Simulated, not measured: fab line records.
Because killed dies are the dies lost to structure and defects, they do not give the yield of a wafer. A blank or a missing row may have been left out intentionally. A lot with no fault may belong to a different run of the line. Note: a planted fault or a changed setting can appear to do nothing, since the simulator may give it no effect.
The tool behind it: which one? -- flow nandHarc -- 6 lots, 18 wafers sampled, at 3 steps of a route of 1159

## WHAT THE GAUGES READ, wafer by wafer
NHARC_P_GATE_CD_MEAS_11: the cd target is 1640 nm.
lot,measured,on,cdNm (nm)
L599,day 4 21:08,cdSem-01,1639.4 1637.7 1636.7
L602,day 5 08:17,cdSem-01,1639.3 1640.2 1640.6
L605,day 6 03:59,cdSem-03,1639.5 1639.9 1637.6
L607,day 6 14:16,cdSem-02,1640.3 1638.9 1638.6
L611,day 8 01:19,cdSem-01,1640.4 1640.1 1639.8
L619,day 9 21:28,cdSem-02,1636.0 1638.6 1640.5

## WHAT TOOL EACH LOT RAN ON (gives the tool, then ch and the chambers of the sampled wafers, and finally the start)
lot,NHARC_P_ZERO_WELL_DESCUM_26,NHARC_P_GATE_EXPOSE_08
L599,"rieDiel-01 ch 0,1,2, day 2 08:41","krfScanner-02 ch 0, day 4 20:59"
L602,"rieDiel-10 ch 0,1,2, day 3 03:01","krfScanner-02 ch 0, day 5 08:08"
L605,"rieDiel-10 ch 0,3, day 3 20:47","krfScanner-02 ch 0, day 6 03:50"
L607,"rieDiel-03 ch 0,1,3, day 4 08:46","krfScanner-01 ch 0, day 6 14:07"
L611,"rieDiel-03 ch 0,1,2, day 5 09:02","krfScanner-01 ch 0, day 8 01:09"
L619,"rieDiel-01 ch 1,3, day 7 08:46","krfScanner-04 ch 0, day 9 21:19"
- NHARC_P_ZERO_WELL_DESCUM_26: chemistry O2, time 3 s.
- NHARC_P_GATE_EXPOSE_08: exposes mask P HV.

## THE ANSWER, worked out from the rows above alone
Rule: what is usual is taken from the lots themselves. The widest of any qualifying gaps counts: lots, ordered by their means at a reading, are off when they make up no more than a third of the lots, leave a main group of 4 or more, and stand apart from it by 3 or more times the standard deviation of that group's means. A main group whose means are all the same, to the digits that the tables above print for the reading, isn't used. Also off: a lot with no number at a reading for which 4 or more lots have one. Where the step has rows for the other lots, those lots are counted as sound.
No lot is off at any reading shown: from this, nothing can be told.

## WHAT THE SIMULATOR PUT IN
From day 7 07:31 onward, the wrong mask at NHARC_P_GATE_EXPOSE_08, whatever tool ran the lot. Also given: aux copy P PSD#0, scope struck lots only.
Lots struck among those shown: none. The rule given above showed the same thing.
